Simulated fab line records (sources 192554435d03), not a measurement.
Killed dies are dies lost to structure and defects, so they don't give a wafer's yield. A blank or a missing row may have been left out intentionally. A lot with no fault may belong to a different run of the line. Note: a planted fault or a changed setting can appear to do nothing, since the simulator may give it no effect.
Comparing a struck lot with a sound one | flow n5 finfet | 36 out of 1938 route steps
Sound: wafers L857.1, L857.2, L857.6. Struck: wafers L846.2, L846.3. (L846.4 of the same lot was not struck and is left out.) The cause comes at the end.
Per side, at each step with rows, come the tool, then ch with its chambers, and then its first start. Under that, the readings that differ: sound wafers | struck wafers | difference of the means | sigmas: that difference in standard deviations of wafers without a fault.
alike: words and numbers the same on both sides, and readings whose means are apart by under 2 such deviations; not compared: readings that were withheld, readings missing a value for some wafer, numbers with overlapping values and no deviation given by the record, and bounds like >300 which may hide the same value.
The two part at a step that has a row with sigmas, a row that says differs or no value, or rows on one side only. When numbers do not overlap yet have no deviation, they are printed without sigmas and do not part them. A reading that every wafer of one side lacks parts them only if that side has two wafers or more.

first, 9 steps without rows for these wafers: N5_BEOL_M4_ANNEAL_95 (time 240 s); N5_BEOL_M4_SPUTTER_96 (material Cu, target thk 4.5 nm, time 8.29 s); N5_BEOL_M4_ECD_50 (material Cu, target thk 300 nm); N5_BEOL_M4_ANNEAL_51 (time 90 s); N5_BEOL_M4_CMP_52 (polishes, stops on SiOC, t overpolish 6.8 s, target thk 40 nm); N5_BEOL_M4_PRE_CLEAN_60 (time 15 s); N5_BEOL_M4_CO_CAP_55 (material Co, precursor CCTBA/H2, target thk 2 nm, time 102.1 s); N5_BEOL_M4_PRE_CLEAN_56 (time 15 s); N5_BEOL_M4_DEP_57 (deposits SiCN from 3MS/NH3, target thk 8 nm, time 14 s).
N5_BEOL_M4_RC_MEAS_101:
  sound on prober-01 ch 0, day 13 22:40; struck on prober-02 ch 0, day 10 12:28
  reading   | sound                | struck        | difference | sigmas
  VT_P (mV) | -248.9 -247.5 -248.6 | -254.1 -253.5 | -5.5       | -2
  alike: DIBL_N, DIBL_P, IOFF_N, IOFF_P, ION_N, ION_P, SS_N, SS_P, VT_N
then, 24 steps without rows for these wafers: N5_BEOL_M5_ILD_DEP_00 (deposits SiCOH lowk from DEMS/porogen, target thk 140.64 nm, time 25.9 s); N5_BEOL_M5_CURE_79 (cures SiCOH lowk, time 240 s); N5_BEOL_M5_PECVD_70 (deposits SiO2 from TEOS/O2, target thk 16 nm, time 18 s); N5_BEOL_M5_HM_DEP_02 (deposits TiN, target thk 20 nm); N5_BEOL_M5_COAT_59 (time 60 s, resist thk 60 nm); N5_BEOL_M5_COAT_60 (time 60 s, resist thk 12 nm); N5_BEOL_M5_COAT_71 (time 60 s, resist thk 5 nm); N5_BEOL_M5_COAT_05 (resist thk 30 nm); N5_BEOL_M5_EBR_07; N5_BEOL_M5_SOFTBAKE_06 (time 60 s); N5_BEOL_M5_EXPOSE_08 (exposes mask M5, target cd 28 nm); N5_BEOL_M5_PEB_09 (peb time 60 s); N5_BEOL_M5_DEVELOP_10 (develop time 30 s); N5_BEOL_M5_DESCUM_16 (chemistry O2, time 7 s); N5_BEOL_M5_ETCH_72 (etches underlayer in N2/H2, target depth 6.5 nm, time 5.2 s); N5_BEOL_M5_ETCH_61 (etches SiARC in CF4, target depth 15.6 nm, time 26 s); N5_BEOL_M5_ETCH_62 (etches SOC in N2/H2, target depth 75 nm, overetch 15 nm, time 112.5 s); N5_BEOL_M5_STRIP_63 (strips in N2/H2); N5_BEOL_M5_STRIP_73 (strips in N2/H2); N5_BEOL_M5_STRIP_64 (strips in CF4); N5_BEOL_M5_HM_OPEN_17 (chemistry Cl2/BCl3, target TiN, target depth 20 nm, overetch 6 nm); N5_BEOL_M5_STRIP_19 (strips in O2); N5_BEOL_M5_COAT_65 (time 60 s, resist thk 60 nm); N5_BEOL_M5_COAT_66 (time 60 s, resist thk 12 nm).
-- here the record skips 4 days between the struck wafers' starts before and after, leaving off in module BEOL_M5 and picking up in module PASSIVATION (first step shown: number 1936 of the route) --
N5_PASSIVATION_ETCH_15: etches SiCN in CF4/N2, target depth 75 nm, time 81.2 s.
  sound on rie diel-01 ch 0,1,3, day 18 06:54; struck on rie diel-01 ch 0,3, day 14 17:20
  reading                  | sound             | struck      | difference | sigmas
  model.etch.depth nm (nm) | 64.76 67.41 64.88 | 30.01 29.08 | -36.14     |
  alike: cf4 flow sccm, drypump motor current A, oes product au, rf vpp V, showerhead plenum p Torr, throttle valve pct
  not compared: rf hours counter h
N5_PASSIVATION_PROBE_49:
  rows exist in the record for the struck wafers here (prober-02, day 15 00:49), but not for the sound ones

== WHERE THEY PART ==
At N5_BEOL_M4_RC_MEAS_101 first; at N5_PASSIVATION_PROBE_49 last (within this record only).

WHY: the cause the simulator had injected
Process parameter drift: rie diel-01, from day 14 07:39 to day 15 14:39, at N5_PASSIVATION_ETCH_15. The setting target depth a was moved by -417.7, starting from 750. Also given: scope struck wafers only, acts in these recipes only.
